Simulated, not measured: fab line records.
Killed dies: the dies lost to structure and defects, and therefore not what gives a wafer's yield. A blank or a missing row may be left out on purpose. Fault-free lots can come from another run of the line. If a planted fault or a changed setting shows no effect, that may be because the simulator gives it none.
Which tool is to blame?    flow n5Finfet    24 lots with 72 wafers sampled at 5 steps, on a route of 1938 steps

## WHAT THE GAUGES READ, wafer by wafer
N5_BEOL_M0_SAQP_CD_MEAS_29 targets a cd of 14.4 nm.
lot   measured      on        cdNm (nm)
L074  day 5 21:11   cdSem-03  15.42 14.89 14.95
L075  day 6 00:44   cdSem-01  14.99 14.44 15.05
L076  day 6 05:53   cdSem-02  15.21 15.22 14.68
L077  day 6 06:25   cdSem-01  14.90 14.90 14.76
L078  day 6 19:46   cdSem-01  15.08 15.19 15.05
L079  day 6 21:58   cdSem-03  14.79 15.12 14.98
L080  day 7 00:30   cdSem-03  15.10 15.10 15.20
L081  day 7 04:47   cdSem-02  15.36 14.90 14.89
L082  day 7 13:26   cdSem-01  14.99 15.00 15.50
L083  day 7 20:51   cdSem-02  15.00 15.20 15.09
L084  day 8 14:42   cdSem-02  15.30 15.03 15.02
L086  day 8 14:54   cdSem-03  15.15 14.88 15.14
L085  day 8 17:35   cdSem-01  14.86 15.20 14.99
L087  day 8 18:22   cdSem-03  14.81 15.01 14.95
L088  day 9 04:09   cdSem-02  15.21 14.81 14.96
L089  day 9 10:20   cdSem-02  15.15 15.24 15.22
L090  day 9 14:25   cdSem-01  15.42 15.17 14.86
L091  day 9 20:47   cdSem-03  15.08 15.04 14.72
L092  day 10 07:37  cdSem-03  14.57 15.09 15.00
L093  day 10 10:11  cdSem-02  15.24 15.38 15.70
L094  day 10 17:22  cdSem-02  14.89 15.11 15.07
L097  day 11 10:34  cdSem-02  14.57 15.36 15.29
L095  day 11 10:40  cdSem-03  15.27 14.81 15.06
L096  day 11 10:47  cdSem-02  15.50 14.77 15.06

## WHAT TOOL EACH LOT RAN ON (gives the tool, then ch and the chambers of the sampled wafers, and finally the start)
lot   N5_BEOL_M0_SAQP_SPACER1_ALD_98    N5_BEOL_M0_SAQP_RECESS_104         N5_BEOL_M0_SAQP_ETCH_106           N5_BEOL_M0_SAQP_STRIP_108
L074  aldSin-01 ch 1,2, day 5 18:46     vaporEtch-02 ch 0, day 5 19:41     rieDiel-06 ch 0,1, day 5 20:08     rieDiel-06 ch 0,1, day 5 20:14
L075  aldSin-02 ch 0,1,3, day 5 22:19   vaporEtch-01 ch 0,1, day 5 23:14   rieDiel-04 ch 0,1,2, day 5 23:41   rieDiel-04 ch 0,1,2, day 5 23:47
L076  aldSin-02 ch 1,2,3, day 6 03:11   vaporEtch-02 ch 0,1, day 6 04:13   rieDiel-04 ch 0,1,2, day 6 04:50   rieDiel-04 ch 0,1,2, day 6 04:56
L077  aldSin-02 ch 0,2,3, day 6 03:44   vaporEtch-01 ch 0,1, day 6 04:40   rieDiel-06 ch 0,1,3, day 6 05:07   rieDiel-06 ch 0,1,3, day 6 05:13
L078  aldSin-02 ch 1,2,3, day 6 16:40   vaporEtch-01 ch 0,1, day 6 18:15   rieDiel-05 ch 0,1,3, day 6 18:42   rieDiel-05 ch 0,1,3, day 6 18:48
L079  aldSin-04 ch 0,2,3, day 6 19:32   vaporEtch-02 ch 0,1, day 6 20:28   rieDiel-04 ch 1,2, day 6 20:55     rieDiel-04 ch 1,2, day 6 21:01
L080  aldSin-01 ch 2,3, day 6 21:57     vaporEtch-01 ch 0,1, day 6 22:53   rieDiel-05 ch 0,3, day 6 23:20     rieDiel-05 ch 0,3, day 6 23:26
L081  aldSin-01 ch 1,2,3, day 7 02:13   vaporEtch-02 ch 0,1, day 7 03:08   rieDiel-06 ch 0,3, day 7 03:41     rieDiel-06 ch 0,3, day 7 03:47
L082  aldSin-04 ch 1,3, day 7 10:53     vaporEtch-02 ch 0,1, day 7 12:03   rieDiel-04 ch 0,1,3, day 7 12:23   rieDiel-04 ch 0,1,3, day 7 12:29
L083  aldSin-02 ch 1,2,3, day 7 18:11   vaporEtch-01 ch 0,1, day 7 19:17   rieDiel-05 ch 0,1, day 7 19:47     rieDiel-05 ch 0,1, day 7 19:53
L084  aldSin-02 ch 0,2,3, day 8 11:31   vaporEtch-02 ch 0,1, day 8 12:27   rieDiel-04 ch 0,1,3, day 8 12:54   rieDiel-04 ch 0,1,3, day 8 13:00
L086  aldSin-01 ch 0,2, day 8 11:56     vaporEtch-01 ch 0,1, day 8 12:52   rieDiel-06 ch 0,2,3, day 8 13:19   rieDiel-06 ch 0,2,3, day 8 13:25
L085  aldSin-02 ch 0,1,3, day 8 14:59   vaporEtch-01 ch 0,1, day 8 16:02   rieDiel-04 ch 0,3, day 8 16:22     rieDiel-04 ch 0,3, day 8 16:28
L087  aldSin-01 ch 0,3, day 8 15:14     vaporEtch-01 ch 0,1, day 8 16:16   rieDiel-04 ch 0,2, day 8 16:43     rieDiel-04 ch 0,2, day 8 16:49
L088  aldSin-01 ch 1,2,3, day 9 01:20   vaporEtch-02 ch 0,1, day 9 02:36   rieDiel-05 ch 0,1,3, day 9 03:06   rieDiel-05 ch 0,1,3, day 9 03:12
L089  aldSin-01 ch 2,3, day 9 07:54     vaporEtch-01 ch 0,1, day 9 08:50   rieDiel-06 ch 0,1,3, day 9 09:17   rieDiel-06 ch 0,1,3, day 9 09:23
L090  aldSin-04 ch 2,3, day 9 11:59     vaporEtch-01 ch 0,1, day 9 13:02   rieDiel-04 ch 2,3, day 9 13:22     rieDiel-04 ch 2,3, day 9 13:28
L091  aldSin-04 ch 0,3, day 9 18:17     vaporEtch-01 ch 0,1, day 9 19:13   rieDiel-06 ch 1,2, day 9 19:44     rieDiel-06 ch 1,2, day 9 19:50
L092  aldSin-01 ch 1,2,3, day 10 05:08  vaporEtch-02 ch 0,1, day 10 06:11  rieDiel-06 ch 1,2,3, day 10 06:35  rieDiel-06 ch 1,2,3, day 10 06:41
L093  aldSin-04 ch 0,1,3, day 10 07:35  vaporEtch-02 ch 0,1, day 10 08:41  rieDiel-06 ch 1,2,3, day 10 09:08  rieDiel-06 ch 1,2,3, day 10 09:14
L094  aldSin-02 ch 0,1,2, day 10 14:35  vaporEtch-01 ch 0,1, day 10 15:41  rieDiel-04 ch 0,2,3, day 10 16:16  rieDiel-04 ch 0,2,3, day 10 16:22
L097  aldSin-04 ch 0,2, day 11 07:29    vaporEtch-02 ch 1, day 11 08:41    rieDiel-06 ch 2,3, day 11 09:08    rieDiel-06 ch 2,3, day 11 09:14
L095  aldSin-01 ch 1,2, day 11 07:51    vaporEtch-01 ch 0,1, day 11 09:00  rieDiel-05 ch 0,1, day 11 09:27    rieDiel-05 ch 0,1, day 11 09:33
L096  aldSin-04 ch 0,1,2, day 11 07:56  vaporEtch-02 ch 0,1, day 11 09:05  rieDiel-06 ch 0,1, day 11 09:32    rieDiel-06 ch 0,1, day 11 09:38
- N5_BEOL_M0_SAQP_SPACER1_ALD_98: deposits SiO2, target thk 12.8 nm, pulse time 1 s, purge time 2 s.
- N5_BEOL_M0_SAQP_RECESS_104: chemistry HF/NH3, target SiO2, target depth 18 nm, afs cycles 3, sublimation time 60 s.
- N5_BEOL_M0_SAQP_ETCH_106: etches SOC in N2/H2, stops on SiNx, target depth 150 nm.
- N5_BEOL_M0_SAQP_STRIP_108: strips in N2/H2.

## WHAT THE TOOLS THEMSELVES READ (means of the sampled wafers that have a number; where no wafer has one, the mark that the record gives instead)
N5_BEOL_M0_SAQP_SPACER1_ALD_98.
lot   tool       heaterPowerW (W)  precursorPulseHeightRel
L074  aldSin-01  451               1.001
L075  aldSin-02  462               0.986
L076  aldSin-02  464               0.996
L077  aldSin-02  473               1.001
L078  aldSin-02  463               0.998
L079  aldSin-04  488               1.002
L080  aldSin-01  414               1.010
L081  aldSin-01  462               1.001
L082  aldSin-04  394               0.993
L083  aldSin-02  467               1.010
L084  aldSin-02  468               0.992
L086  aldSin-01  453               1.007
L085  aldSin-02  465               0.991
L087  aldSin-01  507               1.023
L088  aldSin-01  474               1.017
L089  aldSin-01  409               1.001
L090  aldSin-04  409               1.007
L091  aldSin-04  480               0.984
L092  aldSin-01  460               0.985
L093  aldSin-04  435               1.004
L094  aldSin-02  493               0.991
L097  aldSin-04  510               0.985
L095  aldSin-01  463               0.997
L096  aldSin-04  472               0.994

N5_BEOL_M0_SAQP_RECESS_104.
lot   tool          drypumpMotorCurrentA (A)  forelinePTorr (Torr)
L074  vaporEtch-02  6.5                       0.1278
L075  vaporEtch-01  6.1                       0.1281
L076  vaporEtch-02  6.2                       0.1278
L077  vaporEtch-01  6.2                       0.1279
L078  vaporEtch-01  6.1                       0.1279
L079  vaporEtch-02  5.9                       0.1279
L080  vaporEtch-01  6.1                       0.1279
L081  vaporEtch-02  5.9                       0.1274
L082  vaporEtch-02  6.2                       0.1280
L083  vaporEtch-01  6.0                       0.1280
L084  vaporEtch-02  6.2                       0.1281
L086  vaporEtch-01  6.1                       0.1281
L085  vaporEtch-01  6.0                       0.1281
L087  vaporEtch-01  6.0                       0.1280
L088  vaporEtch-02  5.9                       0.1282
L089  vaporEtch-01  6.0                       0.1278
L090  vaporEtch-01  6.2                       0.1279
L091  vaporEtch-01  6.0                       0.1274
L092  vaporEtch-02  6.2                       0.1283
L093  vaporEtch-02  6.2                       0.1278
L094  vaporEtch-01  6.2                       0.1276
L097  vaporEtch-02  5.6                       0.1282
L095  vaporEtch-01  6.2                       0.1281
L096  vaporEtch-02  6.2                       0.1284

N5_BEOL_M0_SAQP_ETCH_106.
lot   tool        drypumpMotorCurrentA (A)  oesProductAu (a.u.)  rfVppV (V)  showerheadPlenumPTorr (Torr)  throttleValvePct (%)
L074  rieDiel-06  5.8                       0.73                 239.7       2.50                          17.83
L075  rieDiel-04  6.0                       0.73                 241.0       2.54                          18.00
L076  rieDiel-04  6.0                       0.72                 240.7       2.54                          18.00
L077  rieDiel-06  5.6                       0.73                 241.9       2.57                          17.72
L078  rieDiel-05  5.7                       0.75                 240.6       2.51                          17.89
L079  rieDiel-04  6.3                       0.65                 241.3       2.53                          18.18
L080  rieDiel-05  5.9                       0.76                 240.8       2.58                          17.97
L081  rieDiel-06  5.4                       0.74                 242.4       2.64                          17.63
L082  rieDiel-04  5.5                       0.76                 240.3       2.56                          17.94
L083  rieDiel-05  5.8                       0.71                 240.9       2.56                          18.15
L084  rieDiel-04  5.5                       0.76                 241.3       2.55                          17.95
L086  rieDiel-06  5.6                       0.72                 242.1       2.63                          17.74
L085  rieDiel-04  5.4                       0.81                 240.5       2.50                          17.94
L087  rieDiel-04  5.9                       0.87                 240.1       2.48                          17.83
L088  rieDiel-05  5.7                       0.74                 239.6       2.50                          17.93
L089  rieDiel-06  5.6                       0.72                 241.1       2.56                          17.77
L090  rieDiel-04  6.0                       0.87                 240.4       2.50                          17.94
L091  rieDiel-06  5.9                       0.70                 241.5       2.56                          17.88
L092  rieDiel-06  5.7                       0.72                 240.2       2.56                          17.80
L093  rieDiel-06  5.6                       0.72                 241.2       2.56                          17.79
L094  rieDiel-04  5.7                       0.82                 240.6       2.50                          17.95
L097  rieDiel-06  5.4                       0.72                 241.8       2.62                          17.69
L095  rieDiel-05  5.7                       0.69                 239.9       2.48                          18.12
L096  rieDiel-06  5.8                       0.78                 240.0       2.49                          17.75

N5_BEOL_M0_SAQP_STRIP_108.
lot   tool        drypumpMotorCurrentA (A)  oesProductAu (a.u.)  rfVppV (V)  showerheadPlenumPTorr (Torr)  throttleValvePct (%)
L074  rieDiel-06  5.8                       0.74                 121.3       3.31                          18.74
L075  rieDiel-04  6.0                       0.74                 121.9       3.35                          18.90
L076  rieDiel-04  6.0                       0.73                 121.3       3.35                          18.91
L077  rieDiel-06  5.6                       0.74                 120.9       3.40                          18.65
L078  rieDiel-05  5.8                       0.76                 122.1       3.32                          18.97
L079  rieDiel-04  6.3                       0.66                 121.9       3.35                          19.06
L080  rieDiel-05  5.9                       0.76                 122.3       3.40                          19.02
L081  rieDiel-06  5.4                       0.74                 123.2       3.48                          18.53
L082  rieDiel-04  5.5                       0.77                 122.0       3.38                          18.92
L083  rieDiel-05  5.9                       0.72                 121.0       3.38                          19.28
L084  rieDiel-04  5.5                       0.76                 121.3       3.37                          18.93
L086  rieDiel-06  5.6                       0.72                 121.4       3.47                          18.66
L085  rieDiel-04  5.4                       0.81                 122.3       3.31                          18.97
L087  rieDiel-04  5.9                       0.88                 121.1       3.28                          18.81
L088  rieDiel-05  5.7                       0.74                 121.6       3.31                          19.01
L089  rieDiel-06  5.6                       0.72                 121.2       3.38                          18.68
L090  rieDiel-04  6.1                       0.90                 121.8       3.31                          18.96
L091  rieDiel-06  5.9                       0.72                 123.1       3.38                          18.77
L092  rieDiel-06  5.6                       0.73                 121.9       3.39                          18.66
L093  rieDiel-06  5.6                       0.72                 122.1       3.38                          18.65
L094  rieDiel-04  5.7                       0.83                 121.3       3.30                          18.99
L097  rieDiel-06  5.4                       0.72                 122.8       3.46                          18.55
L095  rieDiel-05  5.7                       0.70                 121.4       3.28                          19.28
L096  rieDiel-06  5.7                       0.80                 121.3       3.29                          18.69

## THE ANSWER, worked out from the rows above alone
Rule: the lots themselves supply what counts as usual. Put in order of their means at a reading, lots are off if they are a third of the lots or fewer, leave a main group of 4 or more, and stand apart from it by a gap of 3 or more times the standard deviation of the main group's means; of several such gaps the widest counts. The tables above print the reading to a certain number of digits; a main group whose means all agree to those digits is not used. Also off: a lot with no number at a reading for which 4 or more lots have one. The other lots that the step has rows for count as sound. After the gauges, taken in route order, come the tools' own readings; for these a lot's mean is taken, as printed above. At the first step where some lot is off, the reading lying furthest off is the one used; lots without a number count as furthest.
No lot is off at any reading shown: from this, nothing can be told.

## WHAT THE SIMULATOR PUT IN
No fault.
